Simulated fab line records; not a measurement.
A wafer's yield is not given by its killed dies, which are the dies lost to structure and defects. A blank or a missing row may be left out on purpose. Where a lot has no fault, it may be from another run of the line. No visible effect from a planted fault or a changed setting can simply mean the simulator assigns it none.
The same fault as seen by 2 desks -- flow n5-finfet -- every desk sees just its own numbers, and what lay behind them comes last

TOOL OWNER'S DESK, pvd-sputter-03
The tool's own readings at N5_BEOL_M15_SPUTTER_44 (material Ta, target thk 15 nm, time 24.19 s): means of the sampled wafers that have a number, for each lot that ran on this tool. A lot is out of limits, marked OUT, if its mean lies more than 4 standard deviations from the usual mean; the brackets give that distance.
Columns: A = chamber-pressure-pa at N5_BEOL_M15_SPUTTER_44, usual 0.06999 Pa; B = throttle-valve-pct at N5_BEOL_M15_SPUTTER_44, usual 30.8 %
lot,first seen here,A,B
L102,day 11 13:24,0.06997,29.9
L104,day 13 00:04,0.07014,29.8
L105,day 13 07:25,0.06990,29.9
L113,day 14 21:06,0.07000,30.1
This desk's finding: nothing out of limits on any of the 4 lots.

AT THE METROLOGY DESK
Means of the sampled wafers that have a number, per lot and without regard to the tool the lot ran on: this is what the gauges read. A lot is out of limits, marked OUT, if its mean lies more than 4 standard deviations from the usual mean; the brackets give that distance.
Columns: A = PAD_OVL at N5_PASSIVATION_OVL_MEAS_63, usual 4 nm
lot,first seen here,A
L102,day 12 02:36,8
L100,day 12 12:44,0
L103,day 13 12:31,4
L107,day 13 12:46,-1
L104,day 13 13:43,12
L105,day 13 16:01,2
L113,day 15 08:00,5
L117,day 15 22:43,1
L119,day 17 01:33,4
L121,day 17 06:13,6
L123,day 17 11:24,0
This desk's finding: nothing out of limits on any of the 11 lots.

BROUGHT TOGETHER
The desk of the tool owner found nothing out of limits.
Nothing out of limits was seen by the metrology desk.

WHAT THE SIMULATOR HAD PUT IN
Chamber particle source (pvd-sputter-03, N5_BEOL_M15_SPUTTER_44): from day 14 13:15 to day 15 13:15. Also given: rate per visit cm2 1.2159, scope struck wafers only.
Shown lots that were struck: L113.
